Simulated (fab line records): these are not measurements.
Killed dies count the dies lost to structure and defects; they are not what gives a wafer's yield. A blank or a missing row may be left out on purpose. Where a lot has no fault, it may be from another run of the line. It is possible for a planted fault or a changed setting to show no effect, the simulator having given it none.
Matching of chambers / flow n5-finfet / N5_BEOL_M0_ALD_136 on ald-metal-01 has 4 sister chambers
The step deposits TaN, pulse time 2 s, purge time 3 s, co reactant purge time 2 s. 8 wafers are shown with their chamber, then 6 later ones without.

WAFERS, EACH WITH ITS CHAMBER
wafer=L630.1; chamber=1; heater-power-w (W)=432
wafer=L632.1; chamber=2; heater-power-w (W)=334
wafer=L632.2; chamber=3; heater-power-w (W)=369
wafer=L634.1; chamber=0; heater-power-w (W)=531
wafer=L634.5; chamber=0; heater-power-w (W)=535
wafer=L634.6; chamber=3; heater-power-w (W)=354
wafer=L637.1; chamber=2; heater-power-w (W)=330
wafer=L637.3; chamber=1; heater-power-w (W)=426

WAFERS WITH NO CHAMBER GIVEN
wafer=L637.6; heater-power-w (W)=370
wafer=L638.2; heater-power-w (W)=432
wafer=L638.5; heater-power-w (W)=528
wafer=L638.6; heater-power-w (W)=363
wafer=L641.4; heater-power-w (W)=430
wafer=L641.6; heater-power-w (W)=437

THE CHAMBER EACH PASSED THROUGH
wafer=L637.6; from the rows above=3; in truth=3
wafer=L638.2; from the rows above=1; in truth=1
wafer=L638.5; from the rows above=0; in truth=0
wafer=L638.6; from the rows above=3; in truth=3
wafer=L641.4; from the rows above=1; in truth=1
wafer=L641.6; from the rows above=1; in truth=1
Correctly placed: 6 of 6. Can't be placed from these rows: 0. 0 placed wrongly.
How it was worked out, from the rows above alone: a wafer's distance from a chamber is the root of the sum, over the readings, of the square of ((its reading less the chamber's mean) divided by the reading's scatter). If the next closest chamber is less than 2 further off than the closest, the wafer can't be placed; otherwise it belongs to the closest. Each chamber's mean is taken over the wafers shown for it. The scatter is the square root of a quotient: the sum, over the shown wafers, of each reading's squared deviation from its chamber's mean, divided by wafers minus chambers.
